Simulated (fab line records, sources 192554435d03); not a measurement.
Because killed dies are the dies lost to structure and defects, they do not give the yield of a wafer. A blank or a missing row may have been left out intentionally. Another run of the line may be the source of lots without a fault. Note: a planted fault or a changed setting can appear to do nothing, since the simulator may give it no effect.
What tool caused it? | flow n5 finfet | 72 wafers from 24 lots sampled at 2 of the route's 1938 steps

WHAT THE GAUGES SHOWED, per wafer
N5_BEOL_M10_INSPECT_30: inspects for defects (brightfield). Usual: 441 for raw defect count, sd 96.
lot  | measured     | on                | raw defect count | flag
L075 | day 11 05:26 | defect inspect-01 | 313 456 452      |
L074 | day 11 07:53 | defect inspect-02 | 406 403 551      |
L076 | day 11 18:43 | defect inspect-02 | 518 358 549      |
L077 | day 11 21:06 | defect inspect-02 | 505 506 571      |
L079 | day 12 03:02 | defect inspect-02 | 631 576 603      |
L078 | day 12 03:12 | defect inspect-01 | 298 275 477      |
L080 | day 12 07:01 | defect inspect-02 | 395 336 369      |
L083 | day 12 11:06 | defect inspect-02 | 498 427 345      |
L081 | day 13 08:47 | defect inspect-02 | 360 378 367      |
L084 | day 13 17:43 | defect inspect-02 | 368 386 297      |
L082 | day 13 17:28 | defect inspect-01 | 585 661 443      |
L088 | day 13 21:31 | defect inspect-01 | 337 392 434      |
L085 | day 14 04:41 | defect inspect-01 | 288 413 269      |
L086 | day 14 12:26 | defect inspect-01 | 381 332 441      |
L087 | day 14 12:36 | defect inspect-02 | 430 492 467      |
L089 | day 14 21:55 | defect inspect-02 | 328 364 330      |
L092 | day 15 00:47 | defect inspect-02 | 467 363 363      |
L090 | day 15 07:42 | defect inspect-01 | 620 545 456      |
L091 | day 15 07:52 | defect inspect-01 | 384 408 447      |
L093 | day 15 17:17 | defect inspect-02 | 331 665 452      |
L094 | day 15 20:11 | defect inspect-01 | 639 742 490      |
L095 | day 16 03:09 | defect inspect-01 | 350 420 386      |
L096 | day 16 20:12 | defect inspect-01 | 519 511 406      |
L097 | day 17 05:35 | defect inspect-02 | 433 505 636      |

TOOL THAT RAN EACH LOT (tool first, then ch and the chambers of the sampled wafers, then the start)
lot  | N5_BEOL_M9_DEP_56
L075 | pecvd-02 ch 1,2, day 11 00:07
L074 | pecvd-04 ch 0,1,2, day 11 03:10
L076 | pecvd-03 ch 0,1,2, day 11 12:00
L077 | pecvd-04 ch 0,2, day 11 16:44
L079 | pecvd-03 ch 0,1,2, day 11 22:08
L078 | pecvd-02 ch 0,1, day 11 22:14
L080 | pecvd-04 ch 1,2, day 11 23:36
L083 | pecvd-03 ch 0,1, day 12 07:26
L081 | pecvd-02 ch 0,1,2, day 13 04:07
L084 | pecvd-04 ch 0,1,2, day 13 12:15
L082 | pecvd-02 ch 1,2, day 13 12:22
L088 | pecvd-03 ch 0,1, day 13 16:52
L085 | pecvd-02 ch 0,1,2, day 13 20:45
L086 | pecvd-03 ch 0,1,2, day 14 07:08
L087 | pecvd-04 ch 1,2, day 14 09:55
L089 | pecvd-03 ch 0,1, day 14 16:11
L092 | pecvd-02 ch 1,2, day 14 21:03
L090 | pecvd-03 ch 0,1,2, day 15 02:30
L091 | pecvd-02 ch 0,1,2, day 15 02:59
L093 | pecvd-04 ch 0,1, day 15 10:40
L094 | pecvd-02 ch 0,1, day 15 16:54
L095 | pecvd-02 ch 0,2, day 16 00:06
L096 | pecvd-03 ch 1,2, day 16 16:00
L097 | pecvd-02 ch 0,1, day 16 23:17
- N5_BEOL_M9_DEP_56: deposits SiCN from 3MS/NH3, target thk 15 nm, time 26.5 s.

WHAT THE TOOLS THEMSELVES READ (means of the sampled wafers that have a number; where no wafer has one, the mark that the record gives instead)
N5_BEOL_M9_DEP_56. Usual: showerhead plenum p Torr 3.666 Torr, standard deviation 0.015; throttle valve pct 9.1 %, standard deviation 0.46.
lot  | tool     | showerhead plenum p Torr (Torr) | throttle valve pct (%) | flag
L075 | pecvd-02 | 3.666                           | 9.1                    |
L074 | pecvd-04 | 3.664                           | 8.8                    |
L076 | pecvd-03 | 3.671                           | 9.3                    |
L077 | pecvd-04 | 3.662                           | 8.6                    |
L079 | pecvd-03 | 3.665                           | 9.2                    |
L078 | pecvd-02 | 3.680                           | 9.3                    |
L080 | pecvd-04 | 3.659                           | 8.8                    |
L083 | pecvd-03 | 3.649                           | 9.4                    |
L081 | pecvd-02 | 3.669                           | 9.2                    |
L084 | pecvd-04 | 3.658                           | 8.9                    |
L082 | pecvd-02 | 3.665                           | 9.0                    |
L088 | pecvd-03 | 3.651                           | 9.6                    |
L085 | pecvd-02 | 3.673                           | 9.1                    |
L086 | pecvd-03 | 3.664                           | 9.5                    |
L087 | pecvd-04 | 3.658                           | 8.8                    |
L089 | pecvd-03 | 3.653                           | 9.7                    |
L092 | pecvd-02 | 3.668                           | 9.2                    |
L090 | pecvd-03 | 3.660                           | 9.3                    |
L091 | pecvd-02 | 3.672                           | 9.1                    |
L093 | pecvd-04 | 3.671                           | 9.1                    |
L094 | pecvd-02 | 3.675                           | 9.4                    |
L095 | pecvd-02 | 3.670                           | 8.9                    |
L096 | pecvd-03 | 3.650                           | 9.1                    |
L097 | pecvd-02 | 3.669                           | 9.4                    |

THE ANSWER, worked out from the rows above alone
Rule: take the mean of a lot's wafers that have a number; if it is more than 3 standard deviations from the usual mean, the lot is off. A lot without any number at a reading at which 4 lots or more have one is off too. Any other lot the step has rows for is counted as sound. The gauges are gone through in route order, then the tools' own readings, and for those a lot's mean is taken as printed above. The first step at which some lot is off is used, and at that step the reading that is off furthest; a lot without a number counts as furthest.
No lot is off on any of the readings shown, so nothing can be concluded from this.

WHAT THE SIMULATOR HAD PUT IN
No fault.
